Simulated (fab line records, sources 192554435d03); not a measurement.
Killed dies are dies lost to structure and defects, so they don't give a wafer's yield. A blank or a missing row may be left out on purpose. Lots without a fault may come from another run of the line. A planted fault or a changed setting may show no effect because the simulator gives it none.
Problem report in the 8D (eight disciplines) form, filled by code | flow n5_finfet | the parts of the form that need people (team, actions taken, sign-off) are left out

1. THE PROBLEM
run_length_s at N5_BEOL_M14_ETCH_59 reads a mean of 85.7 s on 5 wafers of 3 lots; wafers without a fault read 91.4 s with a standard deviation of 0.34. That is -17 standard deviations from the usual mean.
The step: etches BARC in N2/H2, target depth 89 nm, overetch 26.7 nm, time 67.9 s.
First seen on wafer L941.4, day 14 19:10, on rie_diel-04. The record holds 18 wafers of 7 lots with a number at this step. Rule for "out", or "out of limits": more than 4 standard deviations from the usual mean. The other wafers with a number count as sound.

2. WHAT IT IS AND WHAT IT IS NOT
question                    | is                                     | is not
which readings at this step | run_length_s                           | drypump_motor_current_A, n2_flow_sccm, rf_vpp_V, showerhead_plenum_p_Torr
which lots                  | L941, L942, L944                       | L930, L934, L951, L952
which wafers of those lots  | L941.4, L942.4, L942.6, L944.4, L944.6 | L941.1
read on which tools         | rie_diel-04                            | rie_diel-02, rie_diel-06
when                        | from day 14 19:10                      | up to then (7 sound wafers); but 6 sound wafers of L951, L952 came after

3. SUSPECTS, AND WHAT RULES EACH OUT
Counting: a tool at a process step up to the reading stays a suspect if it ran every lot that is out. Sound lots after the first of them don't rule it out here, since some wafers of a struck lot are sound.
- rie_diel-04 at N5_BEOL_M14_DESCUM_15 (chemistry O2, time 7.9 s): kept. It ran every lot that is out, first L941 (day 14 19:08); its last sound lot up to then is L930 (day 11 17:12).
- rie_diel-04 at N5_BEOL_M14_ETCH_59 (etches BARC in N2/H2, target depth 89 nm, overetch 26.7 nm, time 67.9 s): kept. It ran every lot that is out, first L941 (day 14 19:10); its last sound lot up to then is L930 (day 11 17:14). Its own readings are out on those wafers: run_length_s.
Left after counting: rie_diel-04 at N5_BEOL_M14_DESCUM_15, rie_diel-04 at N5_BEOL_M14_ETCH_59.

4. THE CAUSE (what the simulator had put in)
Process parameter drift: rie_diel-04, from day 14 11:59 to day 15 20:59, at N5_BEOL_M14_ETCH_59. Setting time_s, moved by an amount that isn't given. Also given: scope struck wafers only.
Counting left 2 suspects, and this tool is among them.

5. THE CHAIN OF EFFECTS, in route order
Each row: a reading whose mean over the struck wafers that have a number lies more than 3 standard deviations from the usual. Only readings for which the record gives a usual standard deviation are gone through. hours: the time from each lot's start at the first step in this table that gives one to its start at this step, as a median over the lots. sigmas: the change in usual standard deviations.
hours | step                | reading      | usual  | on struck wafers | change | sigmas
0     | N5_BEOL_M14_ETCH_59 | run_length_s | 91.4 s | 85.7             | -5.7   | -17
The process steps in it:
- N5_BEOL_M14_ETCH_59: etches BARC in N2/H2, target depth 89 nm, overetch 26.7 nm, time 67.9 s.

6. WHAT WOULD HAVE CAUGHT IT SOONER
In this record the first reading out of limits was taken at day 14 19:10, 7 hours after the fault began at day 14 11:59.
